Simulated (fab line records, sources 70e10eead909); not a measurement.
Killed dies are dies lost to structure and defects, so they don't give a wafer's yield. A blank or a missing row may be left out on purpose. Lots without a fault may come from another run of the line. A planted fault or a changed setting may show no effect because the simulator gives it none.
Chamber matching | flow nand_harc | NHARC_A_CHANNEL_FILL_D2_CMP_10 on cmp-04: 4 sister chambers
The step polishes, target thk 150 nm. 4 wafers are shown with their chamber, then 8 later ones without.

WAFERS WITH THEIR CHAMBER
wafer  | chamber | motor_current_A (A)
L084.4 | 0       | 10.5
L086.1 | 2       | 11.8
L086.3 | 1       | 12.7
L093.2 | 3       | 10.1

WAFERS WITHOUT THEIR CHAMBER
wafer  | motor_current_A (A)
L093.3 | 12.7
L093.6 | 11.9
L096.3 | 11.3
L096.4 | 12.7
L096.6 | 12.9
L097.1 | 12.3
L097.3 | 10.8
L097.6 | 12.2

WHICH CHAMBER EACH WENT THROUGH
wafer  | from the rows above     | in truth
L093.3 | 1                       | 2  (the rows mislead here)
L093.6 | 2                       | 2
L096.3 | can't be placed: 2 or 0 | 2
L096.4 | 1                       | 1
L096.6 | 1                       | 1
L097.1 | can't be placed: 1 or 2 | 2
L097.3 | can't be placed: 0 or 3 | 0
L097.6 | can't be placed: 2 or 1 | 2
Placed correctly: 3 of 8. Can't be placed from these rows: 4 (the true chamber is among the candidates in 4). Placed wrongly: 1.
How it was worked out, from the rows above alone: a wafer's distance from a chamber is the root of the sum, over the readings, of the square of ((its reading less the chamber's mean) divided by the reading's scatter). The wafer belongs to the nearest chamber; if the next one is less than 2 further off, it can't be placed. A chamber's mean is the mean of its shown wafers. The scatter: with one shown wafer a chamber, the root of the mean of the squares of how far each hidden wafer lies from its nearest shown one.
